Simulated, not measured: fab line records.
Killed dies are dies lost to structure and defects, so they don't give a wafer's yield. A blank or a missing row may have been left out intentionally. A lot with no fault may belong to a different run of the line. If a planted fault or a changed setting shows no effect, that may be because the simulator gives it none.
Split-lot trial || flow n5_finfet || 39 wafers read across 7 lots, on a route 1938 steps long

ON THE SPLIT
At N5_HKMG_FIN_CVD_62 (deposits a-Si from Si2H6, target thk 3 nm, time 20.8 s), the setting temp_c was moved away from the recipe's 500 C on 15 of the 39 wafers read, by -4.6% to +3.6%. For the rest of the wafers, this setting stayed at what the recipe calls for.

The split's own step is where the reading is taken.

THE READING
a-Si_of_HKMG_FIN_CVD_62.thk_nm (the simulator's own value, which no gauge read), in nm, at N5_HKMG_FIN_CVD_62 (deposits a-Si from Si2H6, target thk 3 nm, time 20.8 s). The file gives no usual value for it. Here, 24 wafers ran the recipe; their average is 2.9 nm with a standard deviation of 0.15 nm.

{"wafer": "L077.1", "tool, chamber at the split": "thermal_cvd_si-02, 1,2", "temp_c as run, C": 507.8, "against the recipe": "+1.6%", "a-Si_of_HKMG_FIN_CVD_62.thk_nm, nm": 3.6, "against lot-mates on the recipe": "+0.7"}
{"wafer": "L077.4", "tool, chamber at the split": "thermal_cvd_si-02, 1,2", "temp_c as run, C": 507.8, "against the recipe": "+1.6%", "a-Si_of_HKMG_FIN_CVD_62.thk_nm, nm": 3.6, "against lot-mates on the recipe": "+0.7"}
{"wafer": "L077.2", "tool, chamber at the split": "thermal_cvd_si-02, 2,0", "temp_c as run, C": 500, "against the recipe": "recipe", "a-Si_of_HKMG_FIN_CVD_62.thk_nm, nm": 2.8, "against lot-mates on the recipe": "-"}
{"wafer": "L077.3", "tool, chamber at the split": "thermal_cvd_si-02, 2,0", "temp_c as run, C": 500, "against the recipe": "recipe", "a-Si_of_HKMG_FIN_CVD_62.thk_nm, nm": 2.8, "against lot-mates on the recipe": "-"}
{"wafer": "L077.5", "tool, chamber at the split": "thermal_cvd_si-02, 1", "temp_c as run, C": 500, "against the recipe": "recipe", "a-Si_of_HKMG_FIN_CVD_62.thk_nm, nm": 3, "against lot-mates on the recipe": "-"}
{"wafer": "L077.6", "tool, chamber at the split": "thermal_cvd_si-02, 0", "temp_c as run, C": 507.8, "against the recipe": "+1.6%", "a-Si_of_HKMG_FIN_CVD_62.thk_nm, nm": 3.4, "against lot-mates on the recipe": "+0.5"}
{"wafer": "L080.1", "tool, chamber at the split": "thermal_cvd_si-01, 2,1,0", "temp_c as run, C": 500, "against the recipe": "recipe", "a-Si_of_HKMG_FIN_CVD_62.thk_nm, nm": 3, "against lot-mates on the recipe": "-"}
{"wafer": "L080.2", "tool, chamber at the split": "thermal_cvd_si-01, 2,1,0", "temp_c as run, C": 500, "against the recipe": "recipe", "a-Si_of_HKMG_FIN_CVD_62.thk_nm, nm": 3, "against lot-mates on the recipe": "-"}
{"wafer": "L080.3", "tool, chamber at the split": "thermal_cvd_si-01, 2,1,0", "temp_c as run, C": 500, "against the recipe": "recipe", "a-Si_of_HKMG_FIN_CVD_62.thk_nm, nm": 3, "against lot-mates on the recipe": "-"}
{"wafer": "L085.1", "tool, chamber at the split": "thermal_cvd_si-02, 1,2,2,2", "temp_c as run, C": 500, "against the recipe": "recipe", "a-Si_of_HKMG_FIN_CVD_62.thk_nm, nm": 2.8, "against lot-mates on the recipe": "-"}
{"wafer": "L085.2", "tool, chamber at the split": "thermal_cvd_si-02, 1,2,2,2", "temp_c as run, C": 500, "against the recipe": "recipe", "a-Si_of_HKMG_FIN_CVD_62.thk_nm, nm": 2.8, "against lot-mates on the recipe": "-"}
{"wafer": "L085.4", "tool, chamber at the split": "thermal_cvd_si-02, 1,2,2,2", "temp_c as run, C": 500, "against the recipe": "recipe", "a-Si_of_HKMG_FIN_CVD_62.thk_nm, nm": 2.8, "against lot-mates on the recipe": "-"}
{"wafer": "L085.6", "tool, chamber at the split": "thermal_cvd_si-02, 1,2,2,2", "temp_c as run, C": 500, "against the recipe": "recipe", "a-Si_of_HKMG_FIN_CVD_62.thk_nm, nm": 2.8, "against lot-mates on the recipe": "-"}
{"wafer": "L085.3", "tool, chamber at the split": "thermal_cvd_si-02, 1", "temp_c as run, C": 500, "against the recipe": "recipe", "a-Si_of_HKMG_FIN_CVD_62.thk_nm, nm": 3, "against lot-mates on the recipe": "-"}
{"wafer": "L085.5", "tool, chamber at the split": "thermal_cvd_si-02, 1", "temp_c as run, C": 500, "against the recipe": "recipe", "a-Si_of_HKMG_FIN_CVD_62.thk_nm, nm": 3, "against lot-mates on the recipe": "-"}
{"wafer": "L086.1", "tool, chamber at the split": "thermal_cvd_si-01, 1,0", "temp_c as run, C": 500, "against the recipe": "recipe", "a-Si_of_HKMG_FIN_CVD_62.thk_nm, nm": 3, "against lot-mates on the recipe": "-"}
{"wafer": "L086.2", "tool, chamber at the split": "thermal_cvd_si-01, 1,0", "temp_c as run, C": 500, "against the recipe": "recipe", "a-Si_of_HKMG_FIN_CVD_62.thk_nm, nm": 3, "against lot-mates on the recipe": "-"}
{"wafer": "L086.3", "tool, chamber at the split": "thermal_cvd_si-01, 2", "temp_c as run, C": 500, "against the recipe": "recipe", "a-Si_of_HKMG_FIN_CVD_62.thk_nm, nm": 2.8, "against lot-mates on the recipe": "-"}
{"wafer": "L086.4", "tool, chamber at the split": "thermal_cvd_si-01, 2,0", "temp_c as run, C": 477.2, "against the recipe": "-4.6%", "a-Si_of_HKMG_FIN_CVD_62.thk_nm, nm": 1.4, "against lot-mates on the recipe": -1.5}
{"wafer": "L086.6", "tool, chamber at the split": "thermal_cvd_si-01, 2,0", "temp_c as run, C": 477.2, "against the recipe": "-4.6%", "a-Si_of_HKMG_FIN_CVD_62.thk_nm, nm": 1.4, "against lot-mates on the recipe": -1.5}
{"wafer": "L086.5", "tool, chamber at the split": "thermal_cvd_si-01, 1", "temp_c as run, C": 477.2, "against the recipe": "-4.6%", "a-Si_of_HKMG_FIN_CVD_62.thk_nm, nm": 1.6, "against lot-mates on the recipe": -1.3}
{"wafer": "L087.1", "tool, chamber at the split": "thermal_cvd_si-02, 0", "temp_c as run, C": 500, "against the recipe": "recipe", "a-Si_of_HKMG_FIN_CVD_62.thk_nm, nm": 2.6, "against lot-mates on the recipe": "-"}
{"wafer": "L087.2", "tool, chamber at the split": "thermal_cvd_si-02, 1", "temp_c as run, C": 500, "against the recipe": "recipe", "a-Si_of_HKMG_FIN_CVD_62.thk_nm, nm": 3, "against lot-mates on the recipe": "-"}
{"wafer": "L087.3", "tool, chamber at the split": "thermal_cvd_si-02, 2", "temp_c as run, C": 517.9, "against the recipe": "+3.6%", "a-Si_of_HKMG_FIN_CVD_62.thk_nm, nm": 4.6, "against lot-mates on the recipe": "+1.8"}
{"wafer": "L087.4", "tool, chamber at the split": "thermal_cvd_si-02, 0,2", "temp_c as run, C": 517.9, "against the recipe": "+3.6%", "a-Si_of_HKMG_FIN_CVD_62.thk_nm, nm": 4.8, "against lot-mates on the recipe": "+2.0"}
{"wafer": "L087.5", "tool, chamber at the split": "thermal_cvd_si-02, 0,2", "temp_c as run, C": 517.9, "against the recipe": "+3.6%", "a-Si_of_HKMG_FIN_CVD_62.thk_nm, nm": 4.8, "against lot-mates on the recipe": "+2.0"}
{"wafer": "L087.6", "tool, chamber at the split": "thermal_cvd_si-02, 1", "temp_c as run, C": 500, "against the recipe": "recipe", "a-Si_of_HKMG_FIN_CVD_62.thk_nm, nm": 2.8, "against lot-mates on the recipe": "-"}
{"wafer": "L090.1", "tool, chamber at the split": "thermal_cvd_si-01, 2,0", "temp_c as run, C": 478.6, "against the recipe": "-4.3%", "a-Si_of_HKMG_FIN_CVD_62.thk_nm, nm": 1.6, "against lot-mates on the recipe": -1.6}
{"wafer": "L090.4", "tool, chamber at the split": "thermal_cvd_si-01, 2,0", "temp_c as run, C": 478.6, "against the recipe": "-4.3%", "a-Si_of_HKMG_FIN_CVD_62.thk_nm, nm": 1.6, "against lot-mates on the recipe": -1.6}
{"wafer": "L090.2", "tool, chamber at the split": "thermal_cvd_si-01, 1,0,2", "temp_c as run, C": 500, "against the recipe": "recipe", "a-Si_of_HKMG_FIN_CVD_62.thk_nm, nm": 3.2, "against lot-mates on the recipe": "-"}
{"wafer": "L090.3", "tool, chamber at the split": "thermal_cvd_si-01, 1,0,2", "temp_c as run, C": 500, "against the recipe": "recipe", "a-Si_of_HKMG_FIN_CVD_62.thk_nm, nm": 3.2, "against lot-mates on the recipe": "-"}
{"wafer": "L090.5", "tool, chamber at the split": "thermal_cvd_si-01, 1,0,2", "temp_c as run, C": 500, "against the recipe": "recipe", "a-Si_of_HKMG_FIN_CVD_62.thk_nm, nm": 3.2, "against lot-mates on the recipe": "-"}
{"wafer": "L090.6", "tool, chamber at the split": "thermal_cvd_si-01, 1", "temp_c as run, C": 478.6, "against the recipe": "-4.3%", "a-Si_of_HKMG_FIN_CVD_62.thk_nm, nm": 1.8, "against lot-mates on the recipe": -1.4}
{"wafer": "L092.1", "tool, chamber at the split": "thermal_cvd_si-02, 0", "temp_c as run, C": 491.5, "against the recipe": "-1.7%", "a-Si_of_HKMG_FIN_CVD_62.thk_nm, nm": 2.2, "against lot-mates on the recipe": -0.7}
{"wafer": "L092.6", "tool, chamber at the split": "thermal_cvd_si-02, 0", "temp_c as run, C": 491.5, "against the recipe": "-1.7%", "a-Si_of_HKMG_FIN_CVD_62.thk_nm, nm": 2.2, "against lot-mates on the recipe": -0.7}
{"wafer": "L092.2", "tool, chamber at the split": "thermal_cvd_si-02, 2", "temp_c as run, C": 500, "against the recipe": "recipe", "a-Si_of_HKMG_FIN_CVD_62.thk_nm, nm": 2.8, "against lot-mates on the recipe": "-"}
{"wafer": "L092.5", "tool, chamber at the split": "thermal_cvd_si-02, 2", "temp_c as run, C": 500, "against the recipe": "recipe", "a-Si_of_HKMG_FIN_CVD_62.thk_nm, nm": 2.8, "against lot-mates on the recipe": "-"}
{"wafer": "L092.3", "tool, chamber at the split": "thermal_cvd_si-02, 1", "temp_c as run, C": 500, "against the recipe": "recipe", "a-Si_of_HKMG_FIN_CVD_62.thk_nm, nm": 3, "against lot-mates on the recipe": "-"}
{"wafer": "L092.4", "tool, chamber at the split": "thermal_cvd_si-02, 1", "temp_c as run, C": 491.5, "against the recipe": "-1.7%", "a-Si_of_HKMG_FIN_CVD_62.thk_nm, nm": 2.4, "against lot-mates on the recipe": -0.5}
The file does not say which wafer passed through which chamber wherever a row lists several chambers: such a row stands for several wafers.

FIT RESULTS
A straight line over all 39 wafers: a-Si_of_HKMG_FIN_CVD_62.thk_nm changes by +0.367 nm for each +1% of temp_c; r = +0.97; the points scatter about the line by 0.21 nm.
The same after taking each lot's own level away (the mean of its wafers on the recipe; 39 wafers): +0.397 nm for each +1%; r = +0.98; scatter 0.19 nm.
That fit puts the effect of the largest move of temp_c on the reading at 1.8 nm.
The span of the lots' own levels, 2.80 to 3.20 nm, comes to 2.7 times the standard deviation stated above.
The two slopes agree, so the slope changes little with the lot-to-lot level.
Check: -1.75 nm against its lot-mates is what the line predicts for one of the wafers moved furthest among these (-4.6%) when that wafer is left out of the fit. It came out at -1.53 nm against them.

THE OTHER SPLITS THESE WAFERS WENT THROUGH
Before the reading, these wafers also passed through other splits. Each is held against what the fit with the lots' levels taken away leaves over:
{"other split on the same wafers": "N5_FIN_SAQP_HM_DEP_03 target_thk_a", "wafers away from the commonest value": 18, "r with a-Si_of_HKMG_FIN_CVD_62.thk_nm (lot level and that fit taken away)": -0.10}
{"other split on the same wafers": "N5_SD_EPI_P_EPI_21 temp_c", "wafers away from the commonest value": 15, "r with a-Si_of_HKMG_FIN_CVD_62.thk_nm (lot level and that fit taken away)": "+0.05"}

THE FILE'S OWN FIT
a-Si_of_HKMG_FIN_CVD_62.thk_nm changes by +0.388 nm for each +1% of temp_c, r = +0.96.
